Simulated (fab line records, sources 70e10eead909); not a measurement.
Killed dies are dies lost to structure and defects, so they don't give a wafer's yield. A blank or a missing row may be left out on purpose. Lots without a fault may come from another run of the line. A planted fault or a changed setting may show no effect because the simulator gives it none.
Problem report in the 8D (eight disciplines) form, filled by code | flow nand_harc | the parts of the form that need people (team, actions taken, sign-off) are left out

1. THE PROBLEM
killed_dies at NHARC_END_SORT_01 reads a mean of 196 on 1 wafer of 1 lot; wafers without a fault read 32 with a standard deviation of 11. That is +15 standard deviations from the usual mean.
First seen on wafer L997.3, day 22 15:20, on prober-02. The record holds 3 wafers of 1 lot with a number at this step. Rule for "out", or "out of limits": more than 4 standard deviations from the usual mean. The other wafers with a number count as sound.

2. WHAT IT IS AND WHAT IT IS NOT
question                    | is                           | is not
which readings at this step | killed_dies, killed_at_array | killed_at_periphery, killed_open, killed_short
which lots                  | L997                         | -
which wafers of those lots  | L997.3                       | L997.1, L997.2
read on which gauges        | prober-02                    | -
when                        | from day 22 15:20            | up to then (2 sound wafers)

3. SUSPECTS, AND WHAT RULES EACH OUT
Counting: a tool at a process step up to the reading stays a suspect if it ran every lot that is out. Sound lots after the first of them don't rule it out here, since some wafers of a struck lot are sound.
- the gauge at NHARC_END_SORT_01: ruled out. All the wafers that are out were read on prober-02, but those of them that NHARC_A_CHANNEL_HOLE_D1_ETCH_39 has rows for are out there too, on other tools.
- rie_diel-02 at NHARC_A_CHANNEL_HOLE_D1_ETCH_39 (etches the open film in N2/H2, target depth 260 nm, time 325 s): kept. It ran the lot that is out, L997 (day 11 21:09). Its own readings are out on those wafers: oes_product_au.
- har_etch-02 at NHARC_A_CHANNEL_HOLE_D1_ETCH_21 (etches the open film in C4F8/O2/Ar, time 514.3 s, target depth 1600 nm): kept. It ran the lot that is out, L997 (day 11 22:35).
- har_etch-02 at NHARC_A_CHANNEL_HOLE_D1_ETCH_23 (etches the open film in C4F8/O2/Ar, time 819 s, target depth 1600 nm): kept. It ran the lot that is out, L997 (day 11 23:35).
- Within rie_diel-02 at NHARC_A_CHANNEL_HOLE_D1_ETCH_39: the wafers that are out ran in chamber 2; their sound lot-mates ran in chambers 0, 1.
Left after counting: rie_diel-02 at NHARC_A_CHANNEL_HOLE_D1_ETCH_39, har_etch-02 at NHARC_A_CHANNEL_HOLE_D1_ETCH_21, har_etch-02 at NHARC_A_CHANNEL_HOLE_D1_ETCH_23.

4. THE CAUSE (what the simulator had put in)
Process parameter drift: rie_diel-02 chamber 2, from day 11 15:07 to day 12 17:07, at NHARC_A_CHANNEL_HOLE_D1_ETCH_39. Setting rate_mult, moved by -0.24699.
Counting left 3 suspects, and this tool is among them.

5. THE CHAIN OF EFFECTS, in route order
Each row: a reading whose mean over the struck wafers that have a number lies more than 3 standard deviations from the usual. Only readings for which the record gives a usual standard deviation are gone through. hours: the time from each lot's start at the first step in this table that gives one to its start at this step, as a median over the lots. sigmas: the change in usual standard deviations.
hours | step                            | reading         | usual      | on struck wafers | change | sigmas
0     | NHARC_A_CHANNEL_HOLE_D1_ETCH_39 | oes_product_au  | 0.999 a.u. | 0.833            | -0.166 | -20
258   | NHARC_END_SORT_01               | killed_at_array | 28         | 188              | +160   | +15
258   | NHARC_END_SORT_01               | killed_dies     | 32         | 196              | +164   | +15
The process steps in it:
- NHARC_A_CHANNEL_HOLE_D1_ETCH_39: etches the open film in N2/H2, target depth 260 nm, time 325 s.

6. WHAT WOULD HAVE CAUGHT IT SOONER
In this record the first reading out of limits at a measuring or inspecting step was taken at day 22 15:20, 264 hours after the fault began at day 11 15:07.
The tool's own readings at NHARC_A_CHANNEL_HOLE_D1_ETCH_39 were out on every struck wafer that the step has a row for (oes_product_au): an alarm limit on them would have fired on the first of those.
All the lots that are out (1) had begun NHARC_A_CHANNEL_HOLE_D1_ETCH_39 on rie_diel-02 by day 22 15:20. A hold on the tool at that time would have spared none of them.
